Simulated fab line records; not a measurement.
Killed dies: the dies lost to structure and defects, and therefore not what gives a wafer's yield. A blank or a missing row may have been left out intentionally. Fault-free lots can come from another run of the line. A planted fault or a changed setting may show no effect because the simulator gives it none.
fab line records	flow n5-finfet
record lots=7	wafers=21
route steps=1938 shown BEOL_M8@1362 BEOL_M9@1419 BEOL_M10@1513 BEOL_M11@1587 BEOL_M12@1636 BEOL_M13@1705
start-h: hours from the record's first day to the start of the lot's first wafer shown	wait-h: time in hours since the lot's previous step	" same as the row above	L1.1+2: a row that stands for several wafers	- no value, or no start given	* or withheld: withheld	< > ~ a bound
route shown NAME@n: NAME is a module with steps in the file, n the number in the route of the first one	usual: mean and standard deviation over wafers with no fault	same: alike in all rows	chamber/n: place in a boat	sites: each site's reading	_std_site: how widely they spread, as a standard deviation	_edge_site: mean of outer sites minus mean of inner sites	radius-mm: how far each site lies from the wafer's centre	mask NAME#n: copy n	behind: the last tool/chamber to shape the wafer	hold: reason for holding the lot/hours on hold/outcome of the hold	device: whichever transistor did not switch (one of n, p or np)	end of line: at the end of the route, the tests of the same wafers	step lacking rows: just its recipe	killed: count of dies lost to structure and defects at first sort (not the wafer's yield)	map: a wafer's dies, marking killed ones x, the rest . and places with no die _
set.NAME: setting as actually run; set.NAME@STEP: the setting as run at that earlier step	model.NAME: the simulator's own value behind a step, which no gauge read
lots with deliberately changed settings; one table per step, one row per wafer
## steps
# step N5_BEOL_M8_EXPOSE_25
# recipe mask-id=V7	na=0.33	source-shape=annular	sigma-inner=0.4	sigma-outer=0.8	polarization=unpolarized	target-cd-nm=40	dose-mj=42.5
lot.wafer	tool	chamber	start-h	wait-h	mask	set.dose-mj
L077.3+4	euv-scanner-02	0	220.66	-	V7#0	42.5
L077.5	"	0	"	"	V7#0	45.23
L079.1+3	euv-scanner-01	0	223.09	-	V7#0	43.42
L079.5	"	0	"	"	V7#0	42.5
L080.2+5+6	euv-scanner-02	0	238.04	-	V7#0	42.5
L085.1	euv-scanner-01	0	269.96	-	V7#0	42.5
L085.5+6	"	0	"	"	V7#0	41.44
L088.2+3+6	euv-scanner-02	0	284.52	-	V7#0	42.5
L092.1+2+3	euv-scanner-01	0	319.63	-	V7#0	42.5
L095.1+3+6	euv-scanner-02	0	338.26	-	V7#0	42.5
# step N5_BEOL_M8_PEB_26
# recipe peb-temp-c=100	peb-time-s=60	resist=CAR-EUV
# step N5_BEOL_M8_DEVELOP_27
# recipe develop-time-s=30	developer=TMAH	resist=CAR-EUV	rinse-liquid=surfactant-rinse	dry=air-spin	dev-temp-c=23
# step N5_BEOL_M8_DESCUM_33
# recipe chemistry=O2	time-s=7	source-power-w=50	bias-power-w=20	pressure-mtorr=20	rf-frequency-hz=2.712e+07	temp-c=40	resist=CAR-EUV	o2-flow-sccm=225
lot.wafer	tool	chamber	start-h	wait-h	set.dose-mj@BEOL_M8_EXPOSE_25	model.BEOL_M8.cd-nm
L077.3+4	rie-diel-06	2,0	220.90	0.0	42.5	39.8
L077.5	"	3	"	"	45.23	41
L079.1+3	rie-diel-05	1,0	223.34	0.0	43.42	40.6
L079.5	"	0	"	"	42.5	40
L080.2+5+6	rie-diel-05	1,2,0	238.81	0.6	42.5	40.2
L085.1	rie-diel-05	2	270.21	0.0	42.5	40
L085.5+6	"	2,1	"	"	41.44	39.4
L088.2+3	rie-diel-04	3,1	284.80	0.1	42.5	40
L088.6	"	3	"	"	42.5	40.2
L092.1	rie-diel-04	1	319.89	0.0	42.5	39.6
L092.2+3	"	2,0	"	"	42.5	39.8
L095.1+3+6	rie-diel-05	2,1,1	338.51	0.0	42.5	40
# step N5_BEOL_M8_ETCH_65
# recipe chemistry=CF4	target=SiARC	target-depth-a=156	mask-material=CAR-EUV	time-s=26	ion-energy-ev=80	pressure-mtorr=40	source-w=545	bias-w=36	Ar_flow_sccm=100	cf4-flow-sccm=100	ends=cleared
# usual etch-rf-on-time-s=25.98/0.28	rf-vpp-V=184.4/1.1
lot.wafer	tool	chamber	start-h	wait-h	set.source-w	etch-rf-on-time-s	rf-vpp-V
L077.3	rie-diel-06	2	220.95	0.0	545	25.86	182.1
L077.4	"	0	"	"	574.3	24.96	179.7
L077.5	"	3	"	"	545	25.87	182.8
L079.1	rie-diel-05	1	223.39	0.0	545	26.15	184.8
L079.3	"	0	"	"	545	25.94	185.9
L079.5	"	0	"	"	545	26.20	184.0
L080.2	rie-diel-05	1	238.86	0.0	620.8	23.54	176.4
L080.5	"	2	"	"	620.8	23.17	175.2
L080.6	"	0	"	"	620.8	23.18	177.8
L085.1	rie-diel-05	2	270.27	0.0	545	25.82	183.3
L085.5	"	2	"	"	545	25.76	183.7
L085.6	"	1	"	"	545	26.06	184.3
L088.2	rie-diel-04	3	284.85	0.0	545	25.41	184.7
L088.3	"	1	"	"	637.7	22.37	174.9
L088.6	"	3	"	"	545	25.50	183.6
L092.1	rie-diel-04	1	319.94	0.0	545	25.82	185.2
L092.2	"	2	"	"	545	25.98	184.4
L092.3	"	0	"	"	545	26.33	185.2
L095.1	rie-diel-05	2	338.56	0.0	545	26.22	183.8
L095.3	"	1	"	"	545	26.30	184.8
L095.6	"	1	"	"	545	26.24	185.2
# step N5_BEOL_M8_ETCH_66
# recipe chemistry=N2/H2	target=SOC	target-depth-a=800	overetch-a=160	mask-material=SiARC	temp-c=40	time-s=120	ion-energy-ev=200	pressure-mtorr=30	source-w=840	bias-w=150	n2-flow-sccm=200	h2-flow-sccm=200
lot.wafer	tool	chamber	start-h	wait-h	set.dose-mj@BEOL_M8_EXPOSE_25	model.BEOL_M8.cd-nm
L077.3+4	rie-diel-06	2,0	220.98	0.0	42.5	39.8
L077.5	"	3	"	"	45.23	41
L079.1+3	rie-diel-05	1,0	223.42	0.0	43.42	40.6
L079.5	"	0	"	"	42.5	39.8
L080.2+6	rie-diel-05	1,0	238.89	0.0	42.5	40.2
L080.5	"	2	"	"	42.5	40.4
L085.1	rie-diel-05	2	270.29	0.0	42.5	40.2
L085.5	"	2	"	"	41.44	39.2
L085.6	"	1	"	"	41.44	39.4
L088.2	rie-diel-04	3	284.88	0.0	42.5	40.2
L088.3	"	1	"	"	42.5	39.8
L088.6	"	3	"	"	42.5	40.4
L092.1+2+3	rie-diel-04	1,2,0	319.97	0.0	42.5	39.8
L095.1	rie-diel-05	2	338.59	0.0	42.5	39.8
L095.3+6	"	1	"	"	42.5	40
# step N5_BEOL_M8_STRIP_69
# recipe chemistry=N2/H2	temp-c=40	n2-flow-sccm=200	h2-flow-sccm=200	rf-frequency-hz=6e+07
# step N5_BEOL_M8_STRIP_73
# recipe chemistry=N2/H2	temp-c=40	n2-flow-sccm=200	h2-flow-sccm=200	rf-frequency-hz=6e+07
# step N5_BEOL_M8_VIA_ETCH_34
# recipe chemistry=C4F6/O2	target=SiCOH_lowk	target-depth-a=1255	mask-material=SOC	taper-deg=4	time-s=50.5	ion-energy-ev=250	pressure-mtorr=30	source-w=345	bias-w=185	Ar_flow_sccm=300	C4F6_flow_sccm=10	O2_flow_sccm=10
lot.wafer	tool	chamber	start-h	wait-h	set.dose-mj@BEOL_M8_EXPOSE_25	model.BEOL_M8.cd-nm
L077.3	rie-diel-06	2	221.08	0.0	42.5	39.8
L077.4	"	0	"	"	42.5	39.6
L077.5	"	3	"	"	45.23	40.8
L079.1+3	rie-diel-05	1,0	223.52	0.0	43.42	40.6
L079.5	"	0	"	"	42.5	39.8
L080.2+5	rie-diel-05	1,2	238.99	0.0	42.5	40.4
L080.6	"	0	"	"	42.5	40.2
L085.1	rie-diel-05	2	270.39	0.0	42.5	40.2
L085.5	"	2	"	"	41.44	39.2
L085.6	"	1	"	"	41.44	39.4
L088.2	rie-diel-04	3	284.98	0.0	42.5	40
L088.3	"	1	"	"	42.5	39.6
L088.6	"	3	"	"	42.5	40.2
L092.1+3	rie-diel-04	1,0	320.07	0.0	42.5	39.8
L092.2	"	2	"	"	42.5	39.6
L095.1	rie-diel-05	2	338.69	0.0	42.5	40
L095.3+6	"	1	"	"	42.5	40.2
# step N5_BEOL_M9_ETCH_62
# recipe chemistry=N2/H2	target=SOC	target-depth-a=1100	overetch-a=220	mask-material=SiARC	temp-c=40	time-s=165	ion-energy-ev=200	pressure-mtorr=30	source-w=840	bias-w=150	n2-flow-sccm=200	h2-flow-sccm=200
lot.wafer	tool	chamber	start-h	wait-h	set.time-s	model.SiARC_of_BEOL_M9_COAT_60.thk-nm
L077.3	rie-diel-02	0	228.77	0.0	133.9	24.6
L077.4	"	2	"	"	165	23.4
L077.5	"	3	"	"	133.9	24.8
L079.1+3+5	rie-diel-01	2,0,0	228.93	0.0	165	23.4
L080.2	rie-diel-03	3	246.07	0.0	165	23.2
L080.5+6	"	1,2	"	"	147.4	24.2
L085.1+5	rie-diel-03	1	276.88	0.0	165	23.6
L085.6	"	0	"	"	165	23.4
L088.2	rie-diel-01	2	292.75	0.0	165	23.4
L088.3+6	"	0	"	"	165	23.6
L092.1	rie-diel-03	3	327.15	0.0	150.6	23.8
L092.2	"	0	"	"	150.6	24
L092.3	"	2	"	"	165	23.6
L095.1+6	rie-diel-01	1,2	343.63	0.0	165	23.2
L095.3	"	0	"	"	165	23.4
# step N5_BEOL_M9_COAT_22
# recipe resist=CAR-EUV	spin-rpm=1500	resist-thk-nm=30
lot.wafer	tool	chamber	start-h	wait-h	set.spin-rpm	model.CAR-EUV_of_BEOL_M9_COAT_22.thk-nm
L077.3+5	litho-track-02	0	-	-	1500	29.8
L077.4	"	0	"	"	1500	30
L079.1	litho-track-02	0	-	-	1500	30
L079.3+5	"	0	"	"	1621	28.8
L080.2+5	litho-track-04	0	-	-	1500	30
L080.6	"	0	"	"	1649	28.6
L085.1	litho-track-04	0	-	-	1500	30.2
L085.5	"	0	"	"	1351	31.6
L085.6	"	0	"	"	1351	31.8
L088.2	litho-track-02	0	-	-	1370	31.6
L088.3+6	"	0	"	"	1500	30.2
L092.1	litho-track-02	0	-	-	1610	29
L092.2+3	"	0	"	"	1500	30
L095.1	litho-track-01	0	-	-	1500	30.2
L095.3+6	"	0	"	"	1500	30
# step N5_BEOL_M10_ETCH_41
# recipe chemistry=CH3F/O2	target=SiCN	target-depth-a=426	taper-deg=2	time-s=86	ion-energy-ev=120	mask-material=TiN	pressure-mtorr=30	source-w=395	bias-w=75	Ar_flow_sccm=150	CH3F_flow_sccm=30	O2_flow_sccm=20
# usual rf-vpp-V=298.0/1.5
lot.wafer	tool	chamber	start-h	wait-h	set.source-w	rf-vpp-V	model.etch.depth-nm
L077.3	rie-diel-05	2	-	-	353.2	309.2	31.43
L077.4	"	1	"	"	395	299.8	32.4
L077.5	"	2	"	"	353.2	309.3	31.57
L079.1	rie-diel-05	0	-	-	395	299.5	32.38
L079.3	"	2	"	"	329.5	317.7	30.63
L079.5	"	2	"	"	395	297.4	33.05
L080.2	rie-diel-05	2	-	-	365.8	305.0	31.91
L080.5	"	0	"	"	395	300.0	32.28
L080.6	"	3	"	"	365.8	305.3	31.76
L085.1	rie-diel-04	1	-	-	395	298.5	32.86
L085.5	"	2	"	"	395	299.4	33.17
L085.6	"	1	"	"	324.7	318.5	30.74
L088.2	rie-diel-05	2	-	-	325.5	317.0	30.81
L088.3	"	3	"	"	395	295.9	32.93
L088.6	"	1	"	"	395	298.0	32.61
L092.1	rie-diel-04	0	-	-	395	296.8	32.17
L092.2	"	3	"	"	395	296.9	32.96
L092.3	"	2	"	"	395	297.5	32.8
L095.1	rie-diel-06	3	-	-	395	300.5	33.06
L095.3	"	2	"	"	395	294.1	32.32
L095.6	"	3	"	"	395	300.5	32.82
# step N5_BEOL_M11_CURE_72
# recipe temp-c=370	time-s=120	ambient=DMADMS/He	material=SiCOH_lowk
# usual lamp-power-pct=52.31/0.06
lot.wafer	tool	chamber	start-h	wait-h	set.time-s	lamp-power-pct
L077.3	uv-cure-01	1	245.06	0.1	120	52.40
L077.4	"	1	"	"	136	51.69
L077.5	"	1	"	"	136	51.58
L079.1	uv-cure-02	0	245.13	0.0	120	52.27
L079.3	"	0	"	"	111.1	52.38
L079.5	"	0	"	"	111.1	52.30
L080.2	uv-cure-01	1	267.90	0.1	120	52.27
L080.5	"	1	"	"	120	52.36
L080.6	"	1	"	"	120	52.34
L085.1	uv-cure-01	2	295.21	0.0	131.8	51.78
L085.5	"	2	"	"	120	52.31
L085.6	"	2	"	"	120	52.36
L088.2	uv-cure-01	1	310.49	0.1	113.2	52.33
L088.3	"	1	"	"	120	52.39
L088.6	"	1	"	"	120	52.36
L092.1	uv-cure-02	2	346.92	0.0	120	52.19
L092.2	"	2	"	"	120	52.22
L092.3	"	2	"	"	110.2	52.37
L095.1	uv-cure-02	0	360.24	0.1	120	52.38
L095.3	"	0	"	"	120	52.27
L095.6	"	0	"	"	120	52.31
# step N5_BEOL_M12_ETCH_67
# recipe chemistry=CF4	target=SiARC	target-depth-a=1430	time-s=238.3	ion-energy-ev=80	pressure-mtorr=40	source-w=545	bias-w=36	Ar_flow_sccm=100	cf4-flow-sccm=100	ends=cleared
# usual etch-rf-on-time-s=237.7/2.7	rf-vpp-V=184.5/0.91
lot.wafer	tool	chamber	start-h	wait-h	set.source-w	etch-rf-on-time-s	rf-vpp-V
L077.3	rie-diel-04	3	249.48	0.0	475	262.3	194.4
L077.4	"	1	"	"	475	265.4	193.9
L077.5	"	0	"	"	475	270.6	192.3
L079.1	rie-diel-05	1	249.59	0.0	545	237.6	184.5
L079.3	"	3	"	"	545	236.2	185.4
L079.5	"	3	"	"	463.6	274.9	193.1
L080.2	rie-diel-04	0	273.22	0.0	545	242.6	184.8
L080.5	"	1	"	"	545	236.3	184.5
L080.6	"	0	"	"	545	242.1	183.7
L085.1	rie-diel-05	1	299.48	0.0	545	239.7	184.2
L085.5	"	0	"	"	545	238.6	186.0
L085.6	"	1	"	"	545	239.0	185.5
L088.2	rie-diel-04	1	315.61	0.0	633.9	209.0	175.5
L088.3	"	3	"	"	545	236.1	185.5
L088.6	"	2	"	"	633.9	208.2	174.4
L092.1	rie-diel-04	0	351.67	0.0	545	239.4	183.7
L092.2	"	3	"	"	545	234.7	184.8
L092.3	"	2	"	"	545	234.9	183.9
L095.1	rie-diel-04	3	364.92	0.0	545	238.1	185.5
L095.3	"	2	"	"	545	239.5	184.2
L095.6	"	3	"	"	545	237.8	184.0
# step N5_BEOL_M12_ETCH_38
# recipe chemistry=CF4/N2	target=SiCN	target-depth-a=687	taper-deg=2	time-s=73.4	ion-energy-ev=150	mask-material=SiO2	pressure-mtorr=40	source-w=430	bias-w=70	Ar_flow_sccm=100	cf4-flow-sccm=60	n2-flow-sccm=60
lot.wafer	tool	chamber	start-h	wait-h	set.time-s	model.etch.depth-nm
L077.3	rie-diel-06	0	250.48	-	73.4	58.08
L077.4	"	0	"	"	73.4	58.37
L077.5	"	2	"	"	84.72	67.31
L079.1	rie-diel-06	0	250.84	-	73.4	58.17
L079.3	"	3	"	"	73.4	60.46
L079.5	"	2	"	"	73.4	58.61
L080.2	rie-diel-05	1	275.39	-	73.4	57.89
L080.5	"	1	"	"	73.4	58.45
L080.6	"	2	"	"	66.96	53.57
L085.1	rie-diel-06	2	301.49	-	62.48	49.71
L085.5	"	3	"	"	62.48	51.05
L085.6	"	2	"	"	73.4	58.21
L088.2	rie-diel-04	3	317.61	-	79.23	64.31
L088.3	"	0	"	"	79.23	62.97
L088.6	"	2	"	"	79.23	63.7
L092.1	rie-diel-06	3	352.45	-	73.4	60.21
L092.2	"	2	"	"	58.98	46.94
L092.3	"	0	"	"	58.98	46.85
L095.1	rie-diel-04	1	365.90	-	73.4	57.95
L095.3	"	3	"	"	73.4	58.98
L095.6	"	3	"	"	73.4	58.97
# step N5_BEOL_M13_SPUTTER_43
# recipe material=TaN	target-thk-a=150	temp-c=50	bias-v=168.6	power-w=15000	chamber-pressure-pa=0.12	time-s=24.19
lot.wafer	tool	chamber	start-h	wait-h	set.power-w	model.TaN_of_BEOL_M13_SPUTTER_43.thk-nm
L077.3	pvd-sputter-03	-	257.67	0.0	15000	15
L077.4	"	-	"	"	12720	12.6
L077.5	"	-	"	"	15000	14.8
L079.1	pvd-sputter-03	-	261.11	0.0	15000	15
L079.3+5	"	-	"	"	12440	12.2
L080.2	pvd-sputter-02	-	279.63	0.0	15000	15.4
L080.5	"	-	"	"	17380	17.6
L080.6	"	-	"	"	15000	15.2
L085.1+6	pvd-sputter-03	-	307.78	0.0	15000	15
L085.5	"	-	"	"	15000	14.8
L088.2+3	pvd-sputter-02	-	327.03	0.0	15000	15.2
L088.6	"	-	"	"	15000	15
L092.1+3	pvd-sputter-03	-	358.18	0.0	15000	14.6
L092.2	"	-	"	"	15000	14.8
L095.1	pvd-sputter-02	-	371.79	0.0	15000	15
L095.3+6	"	-	"	"	15000	14.8
# step N5_BEOL_M13_SPUTTER_44
# recipe material=Ta	target-thk-a=100	temp-c=50	bias-v=80	power-w=15000	chamber-pressure-pa=0.07	time-s=16.13
# step N5_BEOL_M13_SPUTTER_45
# recipe material=Cu	target-thk-a=800	temp-c=-20	bias-v=60	power-w=26000	chamber-pressure-pa=0.13	time-s=13.33
# step N5_BEOL_M13_ECD_47
# recipe material=Cu	target-thk-a=9360
# step N5_BEOL_M13_ANNEAL_48
# recipe temp-c=225	time-s=90	ambient=N2
# step N5_BEOL_M13_CMP_49
# recipe stop-on=SiOC	t-overpolish-s=17.1	down-force-psi=1	platen-rpm=50	clearing-platen-down-force-psi=1.5	clearing-platen-rpm=50	post-cmp-clean=cu-alkaline	target-thk-nm=420	clearing-platen-pad-velocity-m-s=0.99484	pad-velocity-m-s=0.99484
# usual barrier-field-endpoint-s=30.2/0.71
lot.wafer	tool	chamber	start-h	wait-h	set.power-w@BEOL_M13_SPUTTER_43	barrier-field-endpoint-s
L077.3	cmp-04	3	258.50	0.2	15000	30.6
L077.4	"	0	"	"	12720	27.6
L077.5	"	2	"	"	15000	29.7
L079.3	cmp-01	2	261.88	0.2	12440	26.7
L079.1	"	3	"	"	15000	30.3
L079.5	"	2	"	"	12440	27.2
L080.2	cmp-04	3	280.66	0.3	15000	31.0
L080.5	"	1	"	"	17380	33.6
L080.6	"	2	"	"	15000	30.5
L085.1	cmp-04	0	308.59	0.3	15000	31.0
L085.6	"	2	"	"	15000	30.9
L085.5	"	3	"	"	15000	30.6
L088.3	cmp-04	3	327.85	0.2	15000	30.2
L088.2	"	0	"	"	15000	30.4
L088.6	"	2	"	"	15000	31.0
L092.2	cmp-04	2	358.92	0.2	15000	29.8
L092.1	"	3	"	"	15000	29.0
L092.3	"	0	"	"	15000	29.5
L095.3	cmp-04	2	372.81	0.2	15000	30.0
L095.1	"	0	"	"	15000	30.4
L095.6	"	3	"	"	15000	28.8
## key
split step=N5_BEOL_M8_EXPOSE_25	setting=dose-mj	stated=42.5	by=wafer
response step=N5_BEOL_M8_DESCUM_33	reading=model.BEOL_M8.cd-nm	change=+0.201	per=1%	r=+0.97
response step=N5_BEOL_M8_ETCH_66	reading=model.BEOL_M8.cd-nm	change=+0.224	per=1%	r=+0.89
response step=N5_BEOL_M8_VIA_ETCH_34	reading=model.BEOL_M8.cd-nm	change=+0.212	per=1%	r=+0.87
split step=N5_BEOL_M8_ETCH_65	setting=source-w	stated=545	by=wafer
response step=N5_BEOL_M8_ETCH_65	reading=etch-rf-on-time-s	change=*	per=1%	r=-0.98
response step=N5_BEOL_M8_ETCH_65	reading=rf-vpp-V	change=-0.542	per=1%	r=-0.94
split step=N5_BEOL_M9_ETCH_62	setting=time-s	stated=165	by=wafer
response step=N5_BEOL_M9_ETCH_62	reading=model.SiARC_of_BEOL_M9_COAT_60.thk-nm	change=-0.0693	per=1%	r=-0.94
split step=N5_BEOL_M9_COAT_22	setting=spin-rpm	stated=1500	by=wafer
response step=N5_BEOL_M9_COAT_22	reading=model.CAR-EUV_of_BEOL_M9_COAT_22.thk-nm	change=-0.148	per=1%	r=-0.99
split step=N5_BEOL_M10_ETCH_41	setting=source-w	stated=395	by=wafer
response step=N5_BEOL_M10_ETCH_41	reading=rf-vpp-V	change=-1.08	per=1%	r=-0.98
response step=N5_BEOL_M10_ETCH_41	reading=model.etch.depth-nm	change=+0.114	per=1%	r=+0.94
split step=N5_BEOL_M11_CURE_72	setting=time-s	stated=120	by=wafer
response step=N5_BEOL_M11_CURE_72	reading=lamp-power-pct	change=*	per=1%	r=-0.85
split step=N5_BEOL_M12_ETCH_67	setting=source-w	stated=545	by=wafer
response step=N5_BEOL_M12_ETCH_67	reading=etch-rf-on-time-s	change=*	per=1%	r=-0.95
response step=N5_BEOL_M12_ETCH_67	reading=rf-vpp-V	change=-0.599	per=1%	r=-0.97
split step=N5_BEOL_M12_ETCH_38	setting=time-s	stated=73.4	by=wafer
response step=N5_BEOL_M12_ETCH_38	reading=model.etch.depth-nm	change=+0.606	per=1%	r=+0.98
split step=N5_BEOL_M13_SPUTTER_43	setting=power-w	stated=15000	by=wafer
response step=N5_BEOL_M13_SPUTTER_43	reading=model.TaN_of_BEOL_M13_SPUTTER_43.thk-nm	change=+0.154	per=1%	r=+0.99
response step=N5_BEOL_M13_CMP_49	reading=barrier-field-endpoint-s	change=+0.182	per=1%	r=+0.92
